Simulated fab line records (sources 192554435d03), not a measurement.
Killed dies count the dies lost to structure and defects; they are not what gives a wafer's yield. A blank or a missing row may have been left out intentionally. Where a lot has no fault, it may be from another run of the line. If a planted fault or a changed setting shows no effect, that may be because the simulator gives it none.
The tool behind it: which one? | flow n5-finfet | 24 wafers from 8 lots sampled at 6 of the route's 1938 steps

== WHAT THE GAUGES SHOWED, per wafer ==
N5_BEOL_M4_RC_MEAS_101.
lot  | measured     | on        | DIBL_N (mV/V)  | DIBL_P (mV/V)  | IOFF_N (nA/um)    | IOFF_P (nA/um)    | ION_N (uA/um) | ION_P (uA/um) | SS_N (mV/dec)  | SS_P (mV/dec)  | VT_N (mV)         | VT_P (mV)
L260 | day 8 18:48  | prober-01 | 35.3 35.4 34.2 | 35.6 35.4 33.7 | 0.162 0.156 0.144 | 0.216 0.221 0.187 | 677 663 671   | 466 462 457   | 71.7 71.7 70.8 | 73.3 73.4 72.3 | 247.9 249.2 250.9 | -248 -249 -251
L261 | day 8 21:08  | prober-02 | 35.0 36.4 38.2 | 34.9 36.8 38.8 | 0.137 0.176 0.212 | 0.171 0.195 0.222 | 663 682 686   | 453 464 456   | 70.7 71.5 71.1 | 72.3 73.4 73.6 | 250.8 245.6 243.2 | -255 -254 -252
L262 | day 8 23:38  | prober-02 | 36.2 34.4 36.4 | 35.2 33.4 34.8 | 0.150 0.129 0.161 | 0.229 0.214 0.235 | 666 670 667   | 468 471 461   | 71.1 70.6 70.9 | 73.1 72.0 73.4 | 252.7 251.9 248.3 | -247 -250 -247
L263 | day 9 00:10  | prober-01 | 37.8 35.7 36.8 | 37.2 35.6 37.0 | 0.193 0.148 0.185 | 0.243 0.210 0.239 | 674 670 691   | 465 464 470   | 71.1 70.6 71.4 | 74.0 73.3 73.5 | 246.9 250.1 247.2 | -246 -248 -246
L264 | day 9 17:58  | prober-01 | 39.1 38.6 38.9 | 38.6 37.1 37.1 | 0.197 0.182 0.195 | 0.257 0.242 0.238 | 682 665 678   | 466 454 458   | 72.3 71.6 73.4 | 73.6 74.0 73.4 | 247.3 248.6 250.4 | -245 -246 -249
L276 | day 12 10:29 | prober-01 | 34.1 35.0 35.4 | 33.5 34.6 34.6 | 0.119 0.131 0.138 | 0.174 0.185 0.192 | 666 664 677   | 457 457 462   | 71.0 71.2 71.6 | 72.7 72.9 73.0 | 253.2 252.5 250.7 | -252 -251 -251
L278 | day 13 05:38 | prober-01 | 36.0 34.7 37.8 | 35.2 33.2 37.7 | 0.143 0.120 0.188 | 0.185 0.159 0.224 | 674 655 682   | 459 450 464   | 71.3 72.0 71.5 | 72.9 72.7 73.9 | 252.5 253.5 245.5 | -254 -254 -251
L279 | day 13 06:14 | prober-02 | 37.1 36.2 37.1 | 36.6 35.7 37.5 | 0.183 0.157 0.176 | 0.232 0.210 0.248 | 679 667 677   | 465 458 468   | 71.5 71.2 71.0 | 72.9 72.2 73.3 | 246.5 250.3 246.7 | -248 -249 -245

== EACH LOT AND THE TOOL THAT RAN IT (in order: tool; ch and the chambers of the sampled wafers; start) ==
lot  | N5_DUMMY_GATE_PECVD_30         | N5_SD_EPI_N_ETCH_35               | N5_SD_ACTIVATION_RTA_00         | N5_ILD0_CMP_03               | N5_SDB_DESCUM_16
L260 | pecvd-01 ch 0,1,2, day 3 11:49 | rie-diel-03 ch 0,1,3, day 3 15:22 | rtp-anneal-02 ch 0, day 3 23:52 | cmp-04 ch 0,2,3, day 4 02:59 | rie-diel-03 ch 1,2,3, day 4 07:43
L261 | pecvd-04 ch 0,1, day 3 15:54   | rie-diel-03 ch 1,2,3, day 3 18:52 | rtp-anneal-02 ch 0, day 4 03:04 | cmp-02 ch 1,2, day 4 07:02   | rie-diel-01 ch 0,1, day 4 11:50
L262 | pecvd-01 ch 0,1,2, day 4 01:26 | rie-diel-05 ch 0,2,3, day 4 04:08 | rtp-anneal-02 ch 0, day 4 12:35 | cmp-02 ch 2,3, day 4 16:04   | rie-diel-05 ch 0,1,2, day 4 21:27
L263 | pecvd-04 ch 0,1,2, day 4 03:15 | rie-diel-03 ch 1,3, day 4 05:59   | rtp-anneal-01 ch 0, day 4 14:33 | cmp-02 ch 0,1,2, day 4 17:57 | rie-diel-01 ch 0,1,3, day 4 22:36
L264 | pecvd-04 ch 0,2, day 4 11:29   | rie-diel-03 ch 1,2,3, day 4 16:22 | rtp-anneal-02 ch 0, day 5 01:26 | cmp-02 ch 2,3, day 5 05:03   | rie-diel-03 ch 1,3, day 5 10:17
L276 | pecvd-03 ch 0,2, day 7 09:13   | rie-diel-05 ch 0,1, day 7 12:02   | rtp-anneal-01 ch 0, day 7 20:35 | cmp-01 ch 0,2,3, day 7 23:45 | rie-diel-05 ch 0,1, day 8 04:03
L278 | pecvd-01 ch 0,1,2, day 8 01:48 | rie-diel-03 ch 0,1,3, day 8 04:31 | rtp-anneal-01 ch 0, day 8 14:21 | cmp-02 ch 2,3, day 8 17:40   | rie-diel-01 ch 1,2, day 8 22:22
L279 | pecvd-01 ch 0,2, day 8 06:29   | rie-diel-01 ch 1,2, day 8 09:27   | rtp-anneal-01 ch 0, day 8 19:05 | cmp-02 ch 0,1,3, day 8 22:37 | rie-diel-01 ch 0,1,2, day 9 03:18
- N5_DUMMY_GATE_PECVD_30: deposits SiO2 from TEOS/O2, target thk 55 nm, time 10.8 s.
- N5_SD_EPI_N_ETCH_35: etches SOC in N2/H2, overetch 108 nm, time 486 s.
- N5_SD_ACTIVATION_RTA_00: time 0 s.
- N5_ILD0_CMP_03: polishes, stops on SiNx, t overpolish 1.9 s, target thk 197.38 nm.
- N5_SDB_DESCUM_16: chemistry O2, time 7.9 s.

== WHAT THE TOOLS THEMSELVES READ (means of the sampled wafers that have a number; where no wafer has one, the mark that the record gives instead) ==
N5_DUMMY_GATE_PECVD_30.
lot  | tool     | chamber-pressure-Torr (Torr)
L260 | pecvd-01 | 6.508
L261 | pecvd-04 | 6.504
L262 | pecvd-01 | 6.488
L263 | pecvd-04 | 6.501
L264 | pecvd-04 | 6.496
L276 | pecvd-03 | 6.493
L278 | pecvd-01 | 6.513
L279 | pecvd-01 | 6.484

N5_SD_EPI_N_ETCH_35.
lot  | tool        | drypump-motor-current-A (A) | oes-product-au (a.u.) | rf-fwd-power-W (W) | rf-vpp-V (V) | showerhead-plenum-p-Torr (Torr) | throttle-valve-pct (%)
L260 | rie-diel-03 | 6.1                         | 0.69                  | 2994               | 240.3        | 2.54                            | 23.4
L261 | rie-diel-03 | 6.2                         | 0.72                  | 2993               | 241.1        | 2.59                            | 23.6
L262 | rie-diel-05 | 5.6                         | 0.67                  | 2995               | 241.3        | 2.57                            | 23.9
L263 | rie-diel-03 | 5.9                         | 0.73                  | 2999               | 241.6        | 2.60                            | 23.2
L264 | rie-diel-03 | 6.2                         | 0.71                  | 2996               | 241.2        | 2.58                            | 23.6
L276 | rie-diel-05 | 5.5                         | 0.64                  | 3000               | 240.9        | 2.57                            | 23.9
L278 | rie-diel-03 | 6.1                         | 0.74                  | 2996               | 240.9        | 2.53                            | 23.4
L279 | rie-diel-01 | 5.9                         | 0.67                  | 2996               | 239.6        | 2.51                            | 23.6

N5_SD_ACTIVATION_RTA_00.
lot  | tool          | lamp-power-pct (%) | wafer_temp_C_max
L260 | rtp-anneal-02 | 8.95               | 975.0
L261 | rtp-anneal-02 | 8.95               | 974.4
L262 | rtp-anneal-02 | 8.92               | 976.9
L263 | rtp-anneal-01 | 8.92               | 975.5
L264 | rtp-anneal-02 | 8.93               | 976.6
L276 | rtp-anneal-01 | 8.95               | 977.1
L278 | rtp-anneal-01 | 8.96               | 974.6
L279 | rtp-anneal-01 | 8.98               | 975.2

N5_ILD0_CMP_03.
lot  | tool   | motor-current-A (A) | overpolish-run-s (s) | platen-rpm (rpm) | time-to-endpoint-s (s)
L260 | cmp-04 | 11.8                | 1.902                | 51.81            | 69
L261 | cmp-02 | 11.6                | 1.904                | 51.79            | 73
L262 | cmp-02 | 11.4                | 1.904                | 51.77            | 71
L263 | cmp-02 | 12.2                | 1.901                | 51.79            | 76
L264 | cmp-02 | 11.1                | 1.904                | 51.79            | 76
L276 | cmp-01 | 11.4                | 1.903                | 51.78            | 73
L278 | cmp-02 | 11.7                | 1.899                | 51.81            | 71
L279 | cmp-02 | 13.1                | 1.901                | 51.81            | 70

N5_SDB_DESCUM_16.
lot  | tool        | drypump-motor-current-A (A) | oes-product-au (a.u.) | rf-fwd-power-W (W) | rf-vpp-V (V) | showerhead-plenum-p-Torr (Torr) | throttle-valve-pct (%)
L260 | rie-diel-03 | 6.2                         | 0.79                  | 49.55              | 243.9        | 2.13                            | 20.31
L261 | rie-diel-01 | 5.7                         | 0.72                  | 49.17              | 242.9        | 2.10                            | 20.19
L262 | rie-diel-05 | 5.9                         | 0.73                  | 49.52              | 244.0        | 2.11                            | 20.48
L263 | rie-diel-01 | 5.6                         | 0.77                  | 49.35              | 243.9        | 2.12                            | 20.14
L264 | rie-diel-03 | 5.9                         | 0.81                  | 49.48              | 243.8        | 2.15                            | 20.10
L276 | rie-diel-05 | 5.8                         | 0.70                  | 49.50              | 243.2        | 2.09                            | 20.50
L278 | rie-diel-01 | 5.6                         | 0.79                  | 49.40              | 243.2        | 2.14                            | 20.24
L279 | rie-diel-01 | 5.7                         | 0.83                  | 49.17              | 243.7        | 2.12                            | 20.09

== THE ANSWER, worked out from the rows above alone ==
Rule: the usual values come from the lots themselves. The widest of any qualifying gaps counts: lots, ordered by their means at a reading, are off when they make up no more than a third of the lots, leave a main group of 4 or more, and stand apart from it by 3 or more times the standard deviation of that group's means. If all means in a main group match to the digits the tables above print for the reading, that group is not used. Also off: a lot with no number at a reading for which 4 or more lots have one. The other lots that the step has rows for count as sound. The gauges are gone through in route order, then the tools' own readings, and for those a lot's mean is taken as printed above. The first step at which some lot is off is used, and at that step the reading that is off furthest; a lot without a number counts as furthest.
Off: L264, seen at N5_BEOL_M4_RC_MEAS_101 (SS_N). The main group: mean 71.2 mV/dec, standard deviation 0.22.
A tool fits if, at a process step before that reading, it ran every lot that is off, and no sound lot after the first of them. The gauges at N5_BEOL_M4_RC_MEAS_101 are tried like those tools. Can't be told from this: 3 tools fit, pecvd-04 at N5_DUMMY_GATE_PECVD_30, rtp-anneal-02 at N5_SD_ACTIVATION_RTA_00, rie-diel-03 at N5_SDB_DESCUM_16.

== WHAT THE SIMULATOR HAD PUT IN ==
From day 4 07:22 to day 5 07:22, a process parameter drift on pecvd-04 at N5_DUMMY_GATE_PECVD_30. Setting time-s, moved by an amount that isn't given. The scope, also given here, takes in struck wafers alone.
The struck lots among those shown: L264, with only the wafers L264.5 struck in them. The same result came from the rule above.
